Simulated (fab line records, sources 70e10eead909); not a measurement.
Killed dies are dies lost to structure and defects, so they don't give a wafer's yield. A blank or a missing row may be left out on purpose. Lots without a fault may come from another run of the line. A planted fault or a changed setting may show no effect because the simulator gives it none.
fab line records | flow nand_harc
record lots=22 wafers=66 last_day=24
route steps=1159 shown A_STAIRCASE@582
lots that met no fault: from a run of the same line without faults
start_h: hours from the record's first day to the start of the lot's first wafer shown | wait_h: hours since the lot's step before | " the same as in the row above | L1.1+2: a row that stands for several wafers | - no value, or no start given | * or withheld: withheld | < > ~ a bound
route shown NAME@n: a module of which the file shows steps, and the number in the route of the first | usual: mean/standard deviation of fault-free wafers | same: alike in all rows | chamber/n: place in a boat | sites: the reading at each site | _std_site: their standard deviation | _edge_site: outer sites' mean less inner sites' | radius_mm: how far each site lies from the wafer's centre | mask NAME#n: copy n | behind: the tool/chamber that last shaped the wafer | hold: why the lot was held/for how many hours/how that ended | device: the transistor (n, p or np) that didn't switch | end of line: the same wafers' tests at the end of the route | a step without rows: its recipe alone | killed: dies lost to structure and defects at the first sort, not the wafer's yield | map: a wafer's dies, x killed, . not, _ none there
set.NAME: the setting as run; set.NAME@STEP: as run at that earlier step | model.NAME: the simulator's own value behind a step, which no gauge read
steps of the route over a sample of lots; a table a step, a row a wafer
services: from which hour (start_h, from the record's first day; less than 0 if before it) a tool's chamber was out of use, for how many hours, and why
## steps
# step NHARC_A_STAIRCASE_ETCH_188
# recipe target_depth_a=1000 time_s=40.5 ion_energy_ev=400 c4f8_flow_sccm=20 o2_flow_sccm=10 ar_flow_sccm=withheld rf_w=600 bias_w=1000 chemistry=C4F8/O2
# usual oes_product_au=0.941/0.018 rf_vpp_V=897/4.1
# columns lot.wafer tool chamber start_h wait_h oes_product_au rf_hours_counter_h rf_vpp_V
L074.1 rie_diel-03 0 - - 0.965 8 900
L074.3 " 1 " " 0.943 9 900
L074.2 " 2 " " 0.947 8 903
L076.2 rie_diel-03 3 - - 0.946 10 895
L076.3 " 0 " " 0.941 12 902
L076.1 " 1 " " 0.926 13 899
L077.3 rie_diel-03 3 - - 0.972 11 894
L077.2 " 0 " " 0.977 13 901
L077.5 " 0 " " 0.972 - 903
L080.4 rie_diel-03 1 - - 0.929 20 901
L080.1 " 2 " " 0.938 18 903
L080.2 " 3 " " 0.956 16 895
L079.2 rie_diel-11 3 - - 0.930 25 893
L079.5 " 2 " " 0.953 - 889
L079.6 " 3 " " 0.929 - 891
L078.2 rie_diel-11 1 - - 0.928 26 899
L078.4 " 2 " " 0.937 26 890
L078.5 " 1 " " 0.930 - 899
L081.3 rie_diel-03 2 - - 0.926 21 902
L081.6 " 2 " " 0.928 - 904
L081.5 " 3 " " 0.935 - 895
L082.1 rie_diel-07 1 - - 0.950 21 896
L082.4 " 2 " " 0.944 19 894
L082.5 " 1 " " 0.946 - 894
L083.1 rie_diel-03 1 - - 0.920 29 900
L083.5 " 1 " " 0.913 - 899
L083.6 " 3 " " 0.948 - 896
L084.4 rie_diel-07 3 - - 0.931 24 895
L084.6 " 1 " " 0.945 - 895
L084.5 " 2 " " 0.943 - 893
L085.2 rie_diel-03 1 - - 0.932 30 900
L085.3 " 3 " " 0.946 35 894
L085.5 " 0 " " 0.953 - 901
L086.1 rie_diel-11 3 - - 0.904 44 891
L086.2 " 0 " " 0.903 45 894
L086.3 " 1 " " 0.921 42 900
L087.3 rie_diel-07 3 - - 0.942 30 896
L087.6 " 0 " " 0.967 - 900
L087.5 " 1 " " 0.956 - 894
L088.3 rie_diel-03 0 - - 0.958 39 900
L088.5 " 2 " " 0.960 - 902
L088.6 " 3 " " 0.972 - 894
L091.1 rie_diel-07 1 - - 0.963 40 893
L091.4 " 2 " " 0.949 38 892
L091.3 " 3 " " 0.945 37 897
L093.3 rie_diel-03 2 - - 0.951 33 902
L093.1 " 3 " " 0.951 48 895
L093.6 " 2 " " 0.951 - 902
L092.4 rie_diel-11 3 - - 0.916 56 892
L092.1 " 0 " " 0.918 56 894
L092.2 " 2 " " 0.927 51 888
L090.4 rie_diel-11 2 - - 0.928 52 888
L090.1 " 0 " " 0.915 56 893
L090.5 " 3 " " 0.923 - 890
L094.3 rie_diel-07 3 - - 0.957 43 896
L094.4 " 0 " " 0.989 45 899
L094.2 " 1 " " 0.958 46 896
L095.3 rie_diel-03 2 - - 0.928 48 902
L095.5 " 0 " " 0.936 - 901
L095.6 " 1 " " 0.915 - 899
L096.1 rie_diel-03 1 - - 0.926 54 900
L096.6 " 2 " " 0.929 - 902
L096.5 " 3 " " 0.952 - 893
L097.1 rie_diel-07 2 - - 0.969 52 892
L097.2 " 3 " " 0.942 51 894
L097.3 " 0 " " 0.960 52 899
# step NHARC_A_STAIRCASE_DESCUM_219
# recipe time_s=3 o2_flow_sccm=200 ar_flow_sccm=0 bias_power_w=0 chemistry=O2
# usual drypump_motor_current_A=5.8/0.61 o2_flow_sccm=199.9/0.59 oes_product_au=1.001/0.013 rf_vpp_V=57.7/0.87 showerhead_plenum_p_Torr=1.92/0.057 throttle_valve_pct=11.312/0.0087
# columns lot.wafer tool chamber start_h wait_h drypump_motor_current_A o2_flow_sccm oes_product_au rf_hours_counter_h rf_vpp_V showerhead_plenum_p_Torr throttle_valve_pct
L074.1 rie_diel-07 3 245.93 - 5.1 200.0 0.978 4 57.5 1.93 11.323
L074.2 " 1 " " 6.6 199.7 1.023 4 57.4 1.91 11.327
L074.3 " 2 " " 6.2 199.1 1.007 4 57.4 1.87 11.313
L076.1 rie_diel-11 2 251.44 - 5.6 200.6 0.998 19 57.1 1.80 11.318
L076.3 " 3 " " 5.3 200.3 0.991 18 57.5 1.85 11.314
L076.2 " 0 " " 6.1 199.4 0.980 19 57.7 1.88 11.312
L077.2 rie_diel-03 1 256.31 - 4.9 200.1 0.984 15 58.0 1.97 11.321
L077.3 " 3 " " 6.7 198.9 1.005 12 57.3 1.89 11.307
L077.5 " 1 " " 4.9 201.0 0.987 - 58.7 1.97 11.318
L080.2 rie_diel-07 3 271.38 - 5.1 200.2 0.990 12 58.0 1.93 11.326
L080.4 " 0 " " 5.3 200.0 1.007 13 58.0 1.96 11.328
L080.1 " 1 " " 6.7 199.5 1.016 14 57.3 1.90 11.326
L079.2 rie_diel-03 1 271.58 - 4.9 200.5 0.997 22 57.2 1.97 11.321
L079.6 " 2 " " 5.6 199.1 0.996 - 57.2 2.02 11.303
L079.5 " 3 " " 6.8 200.0 1.013 - 57.1 1.89 11.292
L078.2 rie_diel-07 2 274.15 - 6.2 200.1 0.989 14 58.3 1.87 11.307
L078.4 " 0 " " 5.3 200.3 1.010 14 57.6 1.96 11.307
L078.5 " 3 " " 5.1 199.5 0.993 - 57.4 1.93 11.301
L081.3 rie_diel-07 2 276.90 - 6.1 200.5 1.013 15 56.2 1.87 11.313
L081.6 " 2 " " 6.2 200.0 1.004 - 57.5 1.87 11.327
L081.5 " 3 " " 5.1 199.6 1.000 - 58.5 1.93 11.295
L082.1 rie_diel-03 3 289.27 - 6.8 200.0 1.014 23 56.4 1.89 11.317
L082.4 " 3 " " 6.8 200.9 1.015 - 57.3 1.89 11.307
L082.5 " 1 " " 4.9 199.9 0.994 - 58.6 1.97 11.310
L083.1 rie_diel-07 2 294.06 - 6.2 199.5 0.995 21 59.1 1.87 11.316
L083.5 " 2 " " 6.2 200.6 0.989 - 57.3 1.87 11.310
L083.6 " 3 " " 5.1 199.5 0.980 - 57.1 1.92 11.321
L084.4 rie_diel-11 2 311.46 - 5.6 200.1 1.003 39 58.0 1.80 11.319
L084.5 " 0 " " 6.1 200.9 0.981 - 58.4 1.88 11.321
L084.6 " 1 " " 6.4 200.8 0.992 - 58.9 1.96 11.319
L085.3 rie_diel-03 0 316.95 - 5.6 200.0 1.012 29 58.1 1.99 11.297
L085.2 " 1 " " 4.9 200.2 0.993 31 58.2 1.97 11.295
L085.5 " 0 " " 5.6 199.8 1.018 - 57.7 1.99 11.314
L087.3 rie_diel-03 1 319.89 - 4.9 200.5 0.997 32 58.1 1.97 11.320
L087.6 " 1 " " 4.9 200.6 0.992 - 55.9 1.97 11.306
L087.5 " 3 " " 6.7 199.8 1.024 - 56.9 1.89 11.318
L086.1 rie_diel-07 1 320.30 - 6.7 200.1 1.006 33 57.9 1.90 11.309
L086.2 " 2 " " 6.2 199.3 0.992 31 56.0 1.87 11.331
L086.3 " 3 " " 5.1 200.0 0.980 31 58.2 1.92 11.323
L088.3 rie_diel-11 1 339.47 - 6.4 199.1 0.988 49 58.1 1.96 11.302
L088.6 " 0 " " 6.2 201.3 0.990 - 57.8 1.87 11.314
L088.5 " 1 " " 6.4 199.9 0.995 - 58.7 1.96 11.309
L091.4 rie_diel-03 1 345.47 - 4.9 200.0 0.986 44 58.4 1.96 11.324
L091.3 " 2 " " 5.6 200.1 1.003 34 58.3 2.01 11.305
L091.1 " 3 " " 6.8 199.9 1.029 49 58.4 1.88 11.314
L093.1 rie_diel-07 2 345.82 - 6.1 199.9 0.997 39 58.0 1.86 11.312
L093.3 " 0 " " 5.3 199.7 1.016 41 58.9 1.96 11.308
L093.6 " 2 " " 6.1 200.4 1.005 - 57.7 1.86 11.310
L092.2 rie_diel-03 3 350.42 - 6.7 199.8 1.025 51 58.2 1.88 11.304
L092.1 " 2 " " 5.6 199.5 1.013 36 57.5 2.01 11.309
L092.4 " 2 " " 5.6 200.4 0.996 - 56.6 2.01 11.309
L090.1 rie_diel-07 2 350.77 - 6.2 200.3 0.999 42 57.6 1.86 11.306
L090.4 " 1 " " 6.6 199.6 1.009 43 59.5 1.89 11.301
L090.5 " 3 " " 5.1 199.3 0.992 - 56.7 1.92 11.311
L094.3 rie_diel-11 1 360.76 - 6.4 200.4 0.997 58 57.6 1.96 11.326
L094.4 " 2 " " 5.6 200.7 1.015 57 57.1 1.79 11.312
L094.2 " 3 " " 5.4 199.7 0.979 61 57.4 1.83 11.301
L095.3 rie_diel-03 1 382.14 - 4.9 201.9 0.991 56 58.1 1.96 11.292
L095.5 " 2 " " 5.6 199.5 0.986 - 59.2 2.01 11.306
L095.6 " 3 " " 6.8 199.4 1.010 - 57.2 1.88 11.315
L096.1 rie_diel-07 2 382.42 - 6.1 200.0 1.002 52 58.0 1.86 11.327
L096.6 " 3 " " 5.1 199.8 0.996 - 57.9 1.91 11.328
L096.5 " 0 " " 5.4 199.9 1.016 - 58.8 1.95 11.307
L097.2 rie_diel-03 1 385.40 - 4.9 199.2 1.005 58 58.0 1.96 11.299
L097.1 " 2 " " 5.7 200.3 1.004 52 57.6 2.01 11.303
L097.3 " 3 " " 6.8 199.5 1.020 66 57.7 1.88 11.310
# step NHARC_A_STAIRCASE_STRIP_254
# recipe power_w=1500 temp_c=250 chemistry=O2
# usual drypump_motor_current_A=5.81/0.27 heater_power_w=331/40 rf_refl_power_W=22.1/2.7
# columns lot.wafer tool chamber start_h wait_h drypump_motor_current_A heater_power_w rf_hours_counter_h rf_refl_power_W
L074.1 plasma_asher-02 0 250.15 - 5.93 346 23 22.2
L074.2 " 1 " " 5.59 333 23 18.2
L074.3 " 1 " " 5.63 334 - 19.2
L076.1 plasma_asher-01 0 255.31 - 5.54 384 50 21.8
L076.2 " 1 " " 6.17 262 50 26.8
L076.3 " 0 " " 5.52 389 - 21.0
L077.2 plasma_asher-01 0 260.06 - 5.49 384 52 -
L077.3 " 1 " " 6.17 258 - -
L077.5 " 0 " " 5.52 388 - -
L079.2 plasma_asher-02 1 277.11 - 5.62 338 32 18.9
L079.6 " 1 " " 5.65 342 - 19.6
L079.5 " 0 " " 5.95 347 - 22.5
L080.1 plasma_asher-02 0 278.18 - 5.97 344 33 -
L080.2 " 1 " " 5.61 329 33 -
L080.4 " 0 " " 5.95 339 - -
L078.2 plasma_asher-02 1 279.69 - 5.56 342 34 19.7
L078.4 " 1 " " 5.60 330 - 18.6
L078.5 " 0 " " 5.96 344 - 22.3
L081.3 plasma_asher-02 0 282.18 - 5.94 351 - 22.9
L081.5 " 1 " " 5.58 331 - 19.2
L081.6 " 0 " " 5.93 346 - 22.1
L082.1 plasma_asher-01 0 293.52 - 5.49 379 1 21.4
L082.4 " 0 " " 5.53 371 - 20.7
L082.5 " 1 " " 6.19 282 - 26.3
L083.1 plasma_asher-02 0 297.88 - 5.94 340 39 22.1
L083.6 " 1 " " 5.61 333 - 20.0
L083.5 " 0 " " 5.93 349 - 23.0
L084.4 plasma_asher-02 1 316.94 - 5.58 332 - 19.9
L084.6 " 0 " " 5.95 343 - 22.2
L084.5 " 1 " " 5.55 334 - 18.8
L085.2 plasma_asher-02 1 321.26 - 5.62 341 47 18.6
L085.3 " 1 " " 5.63 343 - 18.7
L085.5 " 1 " " 5.62 335 - 18.6
L087.3 plasma_asher-02 0 324.16 - 5.94 352 - 22.6
L087.5 " 1 " " 5.58 334 - 19.1
L087.6 " 0 " " 5.94 345 - 21.2
L086.1 plasma_asher-01 1 324.22 - 6.17 270 11 26.2
L086.2 " 0 " " 5.53 376 11 20.5
L086.3 " 1 " " 6.17 277 - 26.7
L088.3 plasma_asher-02 1 343.80 - 5.56 336 - 18.9
L088.6 " 0 " " 5.97 351 - 22.5
L088.5 " 1 " " 5.57 347 - 20.1
L091.1 plasma_asher-01 1 349.62 - 6.19 276 20 26.0
L091.3 " 0 " " 5.50 373 - 20.8
L091.4 " 1 " " 6.16 267 - 26.2
L093.1 plasma_asher-02 0 349.82 - 5.95 335 57 22.7
L093.3 " 0 " " 5.96 334 - 22.6
L093.6 " 0 " " 5.94 343 - 22.4
L092.2 plasma_asher-01 1 354.99 - 6.15 277 21 -
L092.1 " 0 " " 5.50 370 21 -
L092.4 " 0 " " 5.52 376 - -
L090.1 plasma_asher-01 0 355.49 - 5.50 383 21 21.2
L090.4 " 1 " " 6.17 271 - 25.7
L090.5 " 1 " " 6.16 275 - 26.5
L094.2 plasma_asher-01 1 365.25 - 6.18 267 24 26.8
L094.3 " 0 " " 5.50 384 - 21.2
L094.4 " 1 " " 6.19 270 - 26.9
L096.1 plasma_asher-01 0 386.49 - 5.50 375 35 20.7
L096.6 " 0 " " 5.50 376 - 21.1
L096.5 " 1 " " 6.18 273 - 26.5
L095.3 plasma_asher-01 1 386.86 - 6.17 270 - -
L095.6 " 1 " " 6.16 276 - -
L095.5 " 0 " " 5.50 383 - -
L097.2 plasma_asher-01 0 389.53 - 5.51 369 36 -
L097.1 " 1 " " 6.17 269 36 -
L097.3 " 1 " " 6.18 262 - -
# step NHARC_A_STAIRCASE_DEP_259
# recipe target_thk_a=300 target_thk_nm=30 temp_c=400 pressure_torr=3.5 flow_sccm=200 rf_w=350 material=SiON
# usual chamber_pressure_Torr=3.500/0.0071 heater_power_w=765/68
# columns lot.wafer tool chamber start_h wait_h chamber_pressure_Torr heater_power_w
L074.1 pecvd-03 0 253.35 1.6 3.504 779
L074.2 " 1 " " 3.499 819
L074.3 " 2 " " 3.497 721
L076.2 pecvd-01 0 261.37 1.3 3.508 815
L076.3 " 1 " " 3.481 819
L076.1 " 2 " " 3.507 815
L077.3 pecvd-03 0 263.81 0.9 3.501 750
L077.2 " 2 " " 3.502 664
L077.5 " 0 " " 3.502 786
L079.2 pecvd-03 2 280.50 1.2 3.500 694
L079.6 " 2 " " 3.497 704
L079.5 " 0 " " 3.499 812
L080.1 pecvd-04 2 282.34 1.6 3.509 828
L080.2 " 0 " " 3.494 642
L080.4 " 0 " " 3.508 672
L078.2 pecvd-03 1 282.74 1.3 3.503 758
L078.4 " 0 " " 3.485 782
L078.5 " 2 " " 3.495 686
L081.3 pecvd-03 0 284.79 1.0 3.493 805
L081.5 " 2 " " 3.487 604
L081.6 " 1 " " 3.506 780
L082.1 pecvd-04 1 298.81 1.6 3.500 672
L082.4 " 0 " " 3.497 699
L082.5 " 1 " " 3.497 683
L083.1 pecvd-01 1 302.96 1.6 3.511 759
L083.6 " 2 " " 3.496 756
L083.5 " 0 " " 3.510 796
L084.4 pecvd-03 1 319.97 0.9 3.505 821
L084.5 " 2 " " 3.496 755
L084.6 " 0 " " 3.502 695
L085.3 pecvd-03 2 324.20 0.9 3.507 695
L085.2 " 1 " " 3.504 864
L085.5 " 0 " " 3.492 826
L087.3 pecvd-01 0 326.71 1.0 3.503 722
L087.6 " 2 " " 3.509 798
L087.5 " 0 " " 3.512 729
L086.2 pecvd-04 1 327.08 1.4 3.500 594
L086.1 " 2 " " 3.486 883
L086.3 " 0 " " 3.508 691
L088.3 pecvd-01 2 349.76 1.6 3.507 802
L088.5 " 1 " " 3.491 796
L088.6 " 2 " " 3.508 815
L091.3 pecvd-01 2 354.76 0.9 3.508 837
L091.1 " 0 " " 3.491 827
L091.4 " 1 " " 3.501 819
L093.1 pecvd-04 2 354.94 1.7 3.501 833
L093.3 " 0 " " 3.491 646
L093.6 " 0 " " 3.508 638
L092.2 pecvd-03 0 359.82 1.2 3.503 744
L092.1 " 1 " " 3.509 812
L092.4 " 2 " " 3.503 686
L090.1 pecvd-01 2 360.26 1.6 3.500 796
L090.5 " 1 " " 3.492 802
L090.4 " 2 " " 3.502 815
L094.2 pecvd-01 1 371.50 1.3 3.502 752
L094.3 " 0 " " 3.510 843
L094.4 " 1 " " 3.507 741
L096.1 pecvd-03 1 390.03 1.6 3.505 749
L096.5 " 2 " " 3.503 721
L096.6 " 1 " " 3.506 755
L095.3 pecvd-01 1 390.07 1.0 3.498 764
L095.6 " 2 " " 3.498 856
L095.5 " 1 " " 3.506 774
L097.2 pecvd-04 0 393.77 1.2 3.500 705
L097.1 " 1 " " 3.508 682
L097.3 " 0 " " 3.494 709
# step NHARC_A_STAIRCASE_STRIP_295
# recipe o2_flow_sccm=500 ar_flow_sccm=0 bias_w=0 chemistry=O2
# usual drypump_motor_current_A=5.9/0.58 o2_flow_sccm=499.9/1.4 oes_product_au=1.002/0.013 rf_vpp_V=57.9/0.84 showerhead_plenum_p_Torr=3.51/0.1 throttle_valve_pct=17.038/0.0097
# columns lot.wafer tool chamber start_h wait_h drypump_motor_current_A o2_flow_sccm oes_product_au rf_hours_counter_h rf_vpp_V showerhead_plenum_p_Torr throttle_valve_pct
L074.2 rie_diel-11 1 - - 6.4 501.0 1.007 21 58.2 3.62 17.035
L074.3 " 2 " " 5.6 502.1 1.015 21 56.4 3.34 17.036
L074.1 " 3 " " 5.4 499.7 0.993 20 56.8 3.41 17.039
L076.1 rie_diel-11 1 - - 6.4 502.2 1.004 24 59.4 3.62 17.037
L076.2 " 3 " " 5.4 500.1 0.991 24 58.0 3.41 17.038
L076.3 " 0 " " 6.1 498.2 0.988 24 57.1 3.47 17.054
L077.3 rie_diel-07 3 - - 5.1 499.1 0.997 11 57.7 3.55 17.038
L077.2 " 0 " " 5.4 497.0 1.008 12 58.5 3.62 17.050
L077.5 " 2 " " 6.2 498.8 1.003 - 57.4 3.46 17.029
L079.2 rie_diel-11 3 - - 5.4 502.7 0.994 32 58.4 3.40 17.038
L079.5 " 0 " " 6.1 497.7 0.983 - 57.6 3.47 17.029
L079.6 " 1 " " 6.4 499.3 1.011 - 58.5 3.62 17.046
L080.1 rie_diel-11 1 - - 6.4 501.6 1.005 32 57.8 3.62 17.034
L080.2 " 2 " " 5.6 499.9 1.010 32 56.5 3.33 17.029
L080.4 " 0 " " 6.1 497.4 0.976 33 57.4 3.47 17.048
L078.4 rie_diel-07 0 - - 5.3 498.5 1.020 20 58.1 3.61 17.056
L078.2 " 2 " " 6.2 499.8 0.994 19 58.6 3.45 17.013
L078.5 " 0 " " 5.3 499.2 1.029 - 59.7 3.61 17.031
L081.3 rie_diel-03 1 - - 4.9 501.4 0.997 27 58.4 3.63 17.035
L081.6 " 0 " " 5.6 499.4 1.011 - 55.6 3.67 17.039
L081.5 " 1 " " 4.9 502.1 0.988 - 58.0 3.63 17.052
L082.4 rie_diel-11 3 - - 5.4 501.4 0.987 36 57.8 3.40 17.047
L082.1 " 0 " " 6.1 499.6 0.986 36 57.3 3.47 17.040
L082.5 " 3 " " 5.4 500.4 0.980 - 56.7 3.40 17.039
L083.1 rie_diel-03 3 306.05 1.0 6.8 501.4 1.013 29 58.5 3.49 17.049
L083.5 " 3 " " 6.8 499.9 1.016 - 57.5 3.49 17.029
L083.6 " 3 " " 6.8 500.1 1.015 - 57.4 3.49 17.043
L084.4 rie_diel-03 1 - - 4.9 500.3 0.992 - 59.4 3.62 17.049
L084.6 " 3 " " 6.8 500.2 1.025 - 57.4 3.48 17.046
L084.5 " 0 " " 5.6 499.7 1.013 - 58.3 3.67 17.060
L085.2 rie_diel-11 1 - - 6.4 501.6 0.994 45 57.1 3.61 17.031
L085.3 " 3 " " 5.4 502.1 0.976 47 57.7 3.40 17.032
L085.5 " 0 " " 6.1 498.4 0.982 - 56.5 3.46 17.029
L087.3 rie_diel-07 0 - - 5.3 501.3 1.001 36 56.5 3.60 17.047
L087.5 " 2 " " 6.2 499.8 1.002 - 59.5 3.44 17.049
L087.6 " 3 " " 5.1 500.6 0.986 - 59.0 3.54 17.026
L086.2 rie_diel-07 1 - - 6.7 500.1 1.024 36 58.2 3.50 17.026
L086.3 " 3 " " 5.1 502.3 0.982 34 58.5 3.54 17.049
L086.1 " 0 " " 5.3 499.7 1.010 36 57.7 3.60 17.044
L088.3 rie_diel-07 2 - - 6.1 499.5 1.005 43 56.4 3.44 17.048
L088.5 " 1 " " 6.7 498.0 1.010 - 57.3 3.49 17.048
L088.6 " 2 " " 6.2 499.2 1.000 - 58.0 3.44 17.028
L091.1 rie_diel-07 3 - - 5.1 500.5 0.986 43 58.4 3.53 17.042
L091.3 " 0 " " 5.3 499.3 1.007 45 59.1 3.60 17.025
L091.4 " 2 " " 6.2 501.3 0.994 44 58.1 3.44 17.044
L093.3 rie_diel-11 3 - - 5.4 498.9 0.996 61 58.0 3.39 17.041
L093.1 " 0 " " 6.1 499.9 1.003 61 57.1 3.45 17.038
L093.6 " 3 " " 5.4 500.8 0.987 - 57.1 3.39 17.049
L092.4 rie_diel-03 1 - - 4.9 500.5 0.993 48 57.6 3.61 17.039
L092.2 " 2 " " 5.6 500.9 1.012 40 58.2 3.70 17.030
L092.1 " 3 " " 6.8 500.3 1.021 55 56.1 3.47 17.031
L090.1 rie_diel-11 0 - - 6.1 501.8 0.977 62 58.3 3.45 17.024
L090.4 " 0 " " 6.1 502.1 0.974 - 58.1 3.45 17.042
L090.5 " 2 " " 5.6 498.5 0.997 - 57.0 3.32 17.040
L094.3 rie_diel-07 0 - - 5.3 500.4 1.023 50 57.6 3.60 17.040
L094.4 " 2 " " 6.2 499.3 1.009 50 58.0 3.44 17.047
L094.2 " 3 " " 5.1 499.1 0.982 49 57.6 3.53 17.037
L096.1 rie_diel-07 2 392.67 - 6.2 502.1 1.002 56 57.5 3.43 17.036
L096.5 " 3 " " 5.1 500.6 0.984 - 59.2 3.53 17.036
L096.6 " 0 " " 5.3 499.4 1.013 - 60.1 3.59 17.038
L095.3 rie_diel-11 3 - - 5.4 502.3 0.998 5 58.1 3.39 17.047
L095.6 " 1 " " 6.4 497.5 0.995 - 58.1 3.60 17.044
L095.5 " 2 " " 5.6 500.4 0.997 - 58.2 3.32 17.041
L097.2 rie_diel-07 2 - - 6.2 497.4 1.001 58 57.8 3.43 17.045
L097.1 " 3 " " 5.1 501.9 0.997 57 59.1 3.53 17.033
L097.3 " 0 " " 5.3 499.8 1.026 58 57.6 3.59 17.042
# step NHARC_A_STAIRCASE_STRIP_476
# recipe time_s=20 o2_flow_sccm=500 ar_flow_sccm=0 bias_w=0 chemistry=O2
# usual drypump_motor_current_A=5.8/0.61 o2_flow_sccm=500.1/1.6 oes_product_au=1.001/0.013 rf_vpp_V=57.9/0.92 showerhead_plenum_p_Torr=3.54/0.11 throttle_valve_pct=17.036/0.0087
# columns lot.wafer tool chamber start_h wait_h drypump_motor_current_A o2_flow_sccm oes_product_au rf_hours_counter_h rf_vpp_V showerhead_plenum_p_Torr throttle_valve_pct
L074.1 rie_diel-11 3 267.76 0.1 5.4 498.4 0.987 25 58.1 3.41 17.041
L074.3 " 0 " " 6.2 500.1 0.977 25 57.7 3.47 17.039
L074.2 " 2 " " 5.7 503.2 1.004 25 57.0 3.34 17.036
L076.2 rie_diel-07 0 272.62 0.4 5.3 497.3 0.999 14 58.6 3.61 17.041
L076.1 " 2 " " 6.2 499.7 1.001 14 57.3 3.45 17.028
L076.3 " 3 " " 5.1 500.6 0.988 13 58.8 3.55 17.047
L077.3 rie_diel-03 2 275.73 0.1 5.6 501.0 0.990 22 57.8 3.71 17.040
L077.2 " 1 " " 4.9 500.6 0.986 25 57.9 3.63 17.045
L077.5 " 2 " " 5.7 500.7 0.993 - 57.0 3.71 17.033
L079.2 rie_diel-03 0 291.05 0.1 5.6 500.3 1.009 23 59.0 3.67 17.037
L079.5 " 0 " " 5.6 500.1 1.015 - 57.6 3.67 17.031
L079.6 " 1 " " 4.9 498.1 0.987 - 57.5 3.62 17.045
L080.1 rie_diel-03 3 292.97 0.1 6.8 503.5 1.005 25 59.3 3.49 17.040
L080.2 " 0 " " 5.6 500.0 1.011 24 57.2 3.67 17.049
L080.4 " 3 " " 6.8 502.7 1.008 - 56.9 3.49 17.042
L078.2 rie_diel-11 2 293.53 0.1 5.7 500.6 1.013 34 56.4 3.33 17.034
L078.4 " 3 " " 5.4 501.1 0.991 35 57.1 3.40 17.011
L078.5 " 0 " " 6.1 500.9 0.982 - 57.8 3.47 17.038
L081.3 rie_diel-11 0 295.19 0.1 6.1 497.4 0.988 35 58.5 3.47 17.049
L081.5 " 3 " " 5.4 502.7 0.994 - 57.6 3.40 17.041
L081.6 " 0 " " 6.1 500.7 0.988 - 58.6 3.47 17.036
L082.4 rie_diel-11 3 312.55 0.4 5.4 500.0 0.982 42 57.4 3.40 17.031
L082.1 " 0 " " 6.1 498.8 0.978 43 57.4 3.46 17.037
L082.5 " 3 " " 5.4 499.8 0.991 - 58.0 3.40 17.028
L083.1 rie_diel-07 2 316.19 0.1 6.2 500.4 1.004 30 56.9 3.45 17.059
L083.6 " 3 " " 5.1 500.4 0.987 - 56.0 3.54 17.025
L083.5 " 0 " " 5.3 503.6 1.012 - 59.8 3.60 17.037
L084.4 rie_diel-11 2 330.58 0.1 5.6 500.6 1.001 45 56.7 3.33 17.035
L084.5 " 2 " " 5.6 500.9 1.011 - 56.7 3.33 17.033
L084.6 " 3 " " 5.4 500.4 0.974 - 58.0 3.40 17.034
L085.2 rie_diel-03 3 336.56 0.1 6.8 498.1 1.019 46 56.9 3.48 17.031
L085.3 " 2 " " 5.6 499.8 0.992 31 58.3 3.70 17.030
L085.5 " 0 " " 5.6 500.4 1.012 - 57.3 3.66 17.046
L087.3 rie_diel-11 1 337.36 0.1 6.4 499.9 1.009 48 58.6 3.61 17.028
L087.5 " 0 " " 6.2 499.0 0.987 - 58.7 3.46 17.050
L087.6 " 1 " " 6.4 498.7 1.003 - 57.6 3.61 17.026
L086.1 rie_diel-03 1 339.77 0.1 4.9 498.3 0.994 41 57.6 3.62 17.030
L086.2 " 2 " " 5.7 500.4 0.997 32 56.9 3.70 17.015
L086.3 " 3 " " 6.8 499.4 1.013 47 57.0 3.48 17.036
L088.3 rie_diel-11 1 364.40 0.1 6.4 500.6 1.005 58 58.0 3.60 17.047
L088.6 " 0 " " 6.2 499.0 0.983 - 58.3 3.45 17.029
L088.5 " 1 " " 6.4 500.7 1.005 - 57.2 3.60 17.036
L091.3 rie_diel-07 2 366.62 0.1 6.2 499.1 1.002 46 59.8 3.44 17.042
L091.1 " 3 " " 5.1 499.7 0.991 45 58.1 3.53 17.031
L091.4 " 0 " " 5.4 499.8 1.022 47 58.4 3.60 17.023
L093.3 rie_diel-03 2 367.16 0.1 5.6 499.0 1.000 41 58.9 3.70 17.039
L093.1 " 1 " " 4.9 500.0 0.986 49 57.9 3.61 17.025
L093.6 " 3 " " 6.8 501.0 1.010 - 56.7 3.47 17.031
L092.2 rie_diel-07 0 370.29 0.1 5.3 496.0 1.017 48 58.0 3.60 17.044
L092.1 " 1 " " 6.7 503.0 1.012 49 56.6 3.49 17.050
L092.4 " 3 " " 5.1 500.4 0.981 46 57.0 3.53 17.046
L090.4 rie_diel-03 0 372.85 0.2 5.6 499.0 1.028 51 57.9 3.66 17.043
L090.1 " 2 " " 5.6 497.8 1.005 43 58.5 3.70 17.030
L090.5 " 1 " " 4.9 500.9 0.993 - 57.0 3.61 17.045
L094.3 rie_diel-03 2 383.27 0.2 5.6 501.1 1.012 51 58.3 3.69 17.046
L094.2 " 3 " " 6.8 500.8 1.027 65 57.0 3.47 17.031
L094.4 " 0 " " 5.6 497.2 1.022 58 59.1 3.65 17.039
L096.1 rie_diel-03 2 401.70 0.1 5.7 500.1 1.002 0 58.2 3.69 17.041
L096.6 " 2 " " 5.7 500.5 1.007 - 57.9 3.69 17.037
L096.5 " 3 " " 6.7 499.5 0.997 - 59.4 3.47 17.019
L095.3 rie_diel-07 0 403.05 0.1 5.3 497.8 1.019 64 56.4 3.59 17.045
L095.5 " 1 " " 6.7 499.0 1.016 - 56.7 3.48 17.039
L095.6 " 2 " " 6.2 499.7 1.005 - 59.0 3.43 17.033
L097.2 rie_diel-11 0 407.96 1.9 6.1 499.4 0.984 13 57.9 3.45 17.036
L097.1 " 1 " " 6.4 500.7 0.993 13 58.4 3.60 17.026
L097.3 " 3 " " 5.4 499.8 0.988 14 58.3 3.38 17.020
## services
# columns tool chamber start_h hours kind
rie_diel-07 2 220.26 4.4 repair
rie_diel-07 - 228.35 9.0 pm
pecvd-01 - 237.00 13.0 pm
plasma_asher-02 - 256.75 4.2 repair
rie_diel-03 0 269.25 10.1 repair
plasma_asher-01 - 276.00 9.0 pm
pecvd-01 - 278.38 5.4 repair
rie_diel-03 - 281.47 2.5 repair
pecvd-04 2 282.75 23.4 repair
rie_diel-03 2 288.86 36.9 repair
pecvd-03 - 292.42 13.0 pm
rie_diel-03 1 298.74 9.8 repair
rie_diel-03 0 305.88 5.3 repair
pecvd-01 1 328.00 3.8 repair
pecvd-04 1 335.33 24.7 repair
rie_diel-11 - 346.13 0.5 repair
rie_diel-03 1 350.16 4.0 repair
rie_diel-11 - 355.38 0.4 repair
plasma_asher-02 - 360.00 9.0 pm
rie_diel-11 1 361.75 2.5 repair
rie_diel-11 - 366.50 9.0 pm
pecvd-04 - 376.00 13.0 pm
rie_diel-03 - 392.47 9.0 pm
rie_diel-07 - 405.35 9.0 pm
## key
fault none
